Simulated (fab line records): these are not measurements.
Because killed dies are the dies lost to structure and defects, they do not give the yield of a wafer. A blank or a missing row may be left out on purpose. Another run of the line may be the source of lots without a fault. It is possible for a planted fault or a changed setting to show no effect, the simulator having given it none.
Matching of chambers | flow nand_harc | NHARC_A_CHANNEL_FILL_D1_CMP_10 on cmp-01: 4 sister chambers
The step polishes, target thk 150 nm. 4 wafers are shown with their chamber, then 9 later ones without.

WAFERS PAIRED WITH THEIR CHAMBERS
wafer  | chamber | motor_current_A (A)
L081.3 | 3       | 12.1
L092.1 | 0       | 9.7
L092.5 | 1       | 11.1
L092.6 | 2       | 12.6

WAFERS WITH NO CHAMBER GIVEN
wafer  | motor_current_A (A)
L094.3 | 9.6
L094.4 | 12.3
L094.6 | 12.4
L095.1 | 12.6
L095.2 | 11.4
L095.6 | 12.0
L096.2 | 12.5
L096.4 | 12.4
L096.5 | 12.5

THE CHAMBER EACH PASSED THROUGH
wafer  | from the rows above     | in truth
L094.3 | 0                       | 0
L094.4 | can't be placed: 3 or 2 | 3
L094.6 | can't be placed: 2 or 3 | 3
L095.1 | 2                       | 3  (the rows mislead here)
L095.2 | 1                       | 1
L095.6 | 3                       | 3
L096.2 | can't be placed: 2 or 3 | 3
L096.4 | can't be placed: 2 or 3 | 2
L096.5 | can't be placed: 2 or 3 | 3
Correctly placed: 3 of 9. Can't be placed from these rows: 5 (the true chamber is among the candidates in 5). Placed wrongly: 1.
How it was worked out, from the rows above alone: a wafer's distance from a chamber is the root of the sum, over the readings, of the square of ((its reading less the chamber's mean) divided by the reading's scatter). If the next closest chamber is less than 2 further off than the closest, the wafer can't be placed; otherwise it belongs to the closest. The mean given for a chamber averages the wafers shown for that chamber. The scatter: root of mean squared gap, hidden wafer to nearest shown wafer, with one shown wafer a chamber.
